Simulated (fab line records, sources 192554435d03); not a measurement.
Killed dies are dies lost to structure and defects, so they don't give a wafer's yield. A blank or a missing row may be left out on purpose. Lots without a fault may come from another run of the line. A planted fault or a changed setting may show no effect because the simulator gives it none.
Split-lot experiment | flow n5_finfet | 7 lots, 21 wafers read, on a route of 1938 steps

THE SPLIT
At N5_BEOL_M1_PECVD_72 (deposits SiO2 from TEOS/O2, target thk 16 nm, time 18 s), the setting time_s was moved away from the recipe's 18 s on 5 of the 21 wafers read, by -12.1% to +10.6%. The other wafers ran this setting at the recipe's value.

FROM THE SPLIT TO THE READING: what the file shows between them, 3 steps
- N5_BEOL_M1_HM_DEP_02: deposits TiN, target thk 20 nm
- N5_BEOL_M1_COAT_61: time 60 s, resist thk 60 nm
- N5_BEOL_M1_STRIP_97: strips in N2/H2, time 10 s

THE READING
SiO2_of_BEOL_M1_PECVD_72.thk_nm (the simulator's own value, which no gauge read), in nm, at N5_BEOL_M1_HM_STRIP_39 (strips TiN in peroxide tin strip, target depth 25 nm, time 158 s). The file gives no usual value for it. The 16 wafers here that ran the recipe average 15.9 nm, standard deviation 0.17 nm.

wafer  | tool, chamber at the split | time_s as run, s | against the recipe | SiO2_of_BEOL_M1_PECVD_72.thk_nm, nm | against lot-mates on the recipe
L076.3 | pecvd-01, 1                | 19.9             | +10.6%             | 17.8                                | +1.6
L076.5 | pecvd-01, 1                | 18               | recipe             | 16.2                                | -
L076.6 | pecvd-01, 0                | 19.9             | +10.6%             | 18                                  | +1.8
L077.1 | pecvd-03, 0,1              | 18               | recipe             | 15.8                                | -
L077.3 | pecvd-03, 0,1              | 18               | recipe             | 15.8                                | -
L077.4 | pecvd-03, 2                | 18               | recipe             | 16                                  | -
L079.2 | pecvd-03, 0                | 18               | recipe             | 16                                  | -
L079.4 | pecvd-03, 2                | 18               | recipe             | 16.2                                | -
L079.6 | pecvd-03, 0                | 15.83            | -12.1%             | 14.2                                | -1.9
L080.3 | pecvd-03, 2                | 18               | recipe             | 15.8                                | -
L080.4 | pecvd-03, 2,1              | 18               | recipe             | 16.2                                | -
L080.6 | pecvd-03, 2,1              | 18               | recipe             | 16                                  | -
L083.3 | pecvd-03, 0                | 18               | recipe             | 15.8                                | -
L083.5 | pecvd-03, 0                | 18               | recipe             | 15.8                                | -
L083.4 | pecvd-03, 1                | 18               | recipe             | 16.2                                | -
L092.1 | pecvd-04, 1                | 18               | recipe             | 15.8                                | -
L092.5 | pecvd-04, 1                | 18               | recipe             | 15.8                                | -
L092.4 | pecvd-04, 2                | 18.96            | +5.3%              | 16.8                                | +1.0
L097.4 | pecvd-04, 1                | 18               | recipe             | 15.8                                | -
L097.5 | pecvd-04, 1                | 18               | recipe             | 16                                  | -
L097.6 | pecvd-04, 0                | 16.32            | -9.3%              | 14.6                                | -1.3
Where a row lists several chambers, the file gives one row for several wafers and doesn't say which wafer went through which chamber.

THE FIT
A straight line over all 21 wafers: SiO2_of_BEOL_M1_PECVD_72.thk_nm changes by +0.164 nm for each +1% of time_s; r = +0.98; the points scatter about the line by 0.18 nm.
The same after taking each lot's own level away (the mean of its wafers on the recipe; 21 wafers): +0.157 nm for each +1%; r = +0.99; scatter 0.13 nm.
On that fit, the largest move of time_s shifts the reading by 1.9 nm.
The lots' own levels span 15.80 to 16.20 nm, that is 2.4 times the standard deviation above.
So the lot-to-lot level changes the slope little: the two slopes agree.
Check: with one of the wafers moved furthest among these (-12.1%) left out of the fit, the line predicts -1.87 nm for it against its lot-mates. It came out at -1.9 nm against them.

OTHER SPLITS ON THESE WAFERS
These wafers also went through other splits before the reading. Each is held against what the fit with the lots' levels taken away leaves over:
other split on the same wafers          | wafers away from the commonest value | r with SiO2_of_BEOL_M1_PECVD_72.thk_nm (lot level and that fit taken away)
N5_MOL_CONTACT_COAG_COAT_02 spin_rpm    | 5                                    | +0.05
N5_MOL_CONTACT_COAG_ETCHBACK_135 time_s | 9                                    | -0.12
N5_MOL_CONTACT_COAG_VIA_ETCH_46 bias_w  | 11                                   | +0.03
N5_BEOL_M0_SAQP_COAT_34 spin_rpm        | 2                                    | +0.16
N5_BEOL_M0_SAQP_CUT_ETCH_46 time_s      | 6                                    | -0.19

THE WHOLE CHAIN: every reading that the file lists as answering this split, in the file's order
step                   | what it does                                                     | reading                                                                          | change (the file's fit)               | r (the file's)
N5_BEOL_M1_PECVD_72    | deposits SiO2 from TEOS/O2, target thk 16 nm, time 18 s          | SiO2_of_BEOL_M1_PECVD_72.thk_nm (the simulator's own value, which no gauge read) | +0.148 nm for each +1% of the setting | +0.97
N5_BEOL_M1_HM_STRIP_39 | strips TiN in peroxide tin strip, target depth 25 nm, time 158 s | SiO2_of_BEOL_M1_PECVD_72.thk_nm (the simulator's own value, which no gauge read) | +0.157 nm for each +1% of the setting | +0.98

THE FILE'S OWN FIT
SiO2_of_BEOL_M1_PECVD_72.thk_nm changes by +0.157 nm for each +1% of time_s, r = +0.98.
